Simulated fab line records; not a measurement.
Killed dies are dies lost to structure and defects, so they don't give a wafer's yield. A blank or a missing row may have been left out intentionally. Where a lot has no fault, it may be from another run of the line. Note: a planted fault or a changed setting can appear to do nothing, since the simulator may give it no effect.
2 desks looking at one fault | flow nand harc | each desk holds nothing but its own numbers, with what lay behind them at the end

## TOOL OWNER'S DESK, ald metal-03
The tool's own readings at NHARC_A_CONTACT_ALD_18 (deposits TiN, target thk 3 nm, pulse time 1 s, ald cycles 150): means of the sampled wafers that have a number, for each lot that ran on this tool. If a lot's mean is further than 4 standard deviations from the usual mean, the lot is out of limits and carries the mark OUT (the distance appears in the brackets).
Columns: A = heater power w at NHARC_A_CONTACT_ALD_18, usual 1110 W; B = precursor pulse height rel at NHARC_A_CONTACT_ALD_18, usual 0.997
lot  | first seen here | A    | B
L551 | day 23 21:32    | 1131 | 1.027
L562 | day 28 04:00    | 1118 | 1.009
L563 | day 28 09:10    | 1168 | 0.987
L565 | day 28 21:49    | 1101 | 0.985
This desk's verdict: no lot among the 4 shows anything out of limits.

## THE METROLOGY DESK
Lot by lot, what the gauges showed, no matter which tool ran the lot: averages of those sampled wafers that carry a number. If a lot's mean is further than 4 standard deviations from the usual mean, the lot is out of limits and carries the mark OUT (the distance appears in the brackets).
Columns: A = cd nm at NHARC_A_CONTACT_CD_MEAS_15, usual 189.8 nm
lot  | first seen here | A
L550 | day 22 18:03    | 189.6
L551 | day 23 20:35    | 189.8
L562 | day 28 03:02    | 190.4
L563 | day 28 08:13    | 189.4
L565 | day 28 20:07    | 190.6
L571 | day 31 08:28    | 190.2
L572 | day 31 22:59    | 189.4
This desk's verdict: no lot among the 7 shows anything out of limits.

## TAKEN TOGETHER
The desk of the tool owner found nothing out of limits.
From the metrology desk's view, nothing was out of limits.

## WHAT THE SIMULATOR HAD INSERTED
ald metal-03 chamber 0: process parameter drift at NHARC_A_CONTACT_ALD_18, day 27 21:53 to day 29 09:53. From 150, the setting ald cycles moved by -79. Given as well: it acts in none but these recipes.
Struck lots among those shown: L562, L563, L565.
